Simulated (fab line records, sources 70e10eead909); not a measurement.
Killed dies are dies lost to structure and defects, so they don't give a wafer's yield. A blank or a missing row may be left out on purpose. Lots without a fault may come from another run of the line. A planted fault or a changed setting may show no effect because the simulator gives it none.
Chamber matching | flow nand_harc | NHARC_P_BONDPAD_DESCUM_11 on rie_diel-04: 4 sister chambers
The step chemistry O2, time 3 s. 4 wafers are shown with their chamber, then 8 later ones without.

WAFERS WITH THEIR CHAMBER
wafer  | chamber | drypump_motor_current_A (A)
L560.2 | 1       | 5.9
L565.5 | 0       | 4.9
L565.6 | 3       | 5.5
L566.1 | 2       | 5.4

WAFERS WITHOUT THEIR CHAMBER
wafer  | drypump_motor_current_A (A)
L566.3 | 4.9
L566.5 | 5.4
L567.4 | 5.8
L567.5 | 5.4
L567.6 | 5.5
L571.1 | 4.9
L571.4 | 5.8
L571.6 | 4.9

WHICH CHAMBER EACH WENT THROUGH
wafer  | from the rows above     | in truth
L566.3 | 0                       | 0
L566.5 | can't be placed: 2 or 3 | 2
L567.4 | 1                       | 1
L567.5 | can't be placed: 2 or 3 | 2
L567.6 | can't be placed: 3 or 2 | 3
L571.1 | 0                       | 0
L571.4 | 1                       | 1
L571.6 | 0                       | 0
Placed correctly: 5 of 8. Can't be placed from these rows: 3 (the true chamber is among the candidates in 3). Placed wrongly: 0.
How it was worked out, from the rows above alone: a wafer's distance from a chamber is the root of the sum, over the readings, of the square of ((its reading less the chamber's mean) divided by the reading's scatter). The wafer belongs to the nearest chamber; if the next one is less than 2 further off, it can't be placed. A chamber's mean is the mean of its shown wafers. The scatter: with one shown wafer a chamber, the root of the mean of the squares of how far each hidden wafer lies from its nearest shown one.
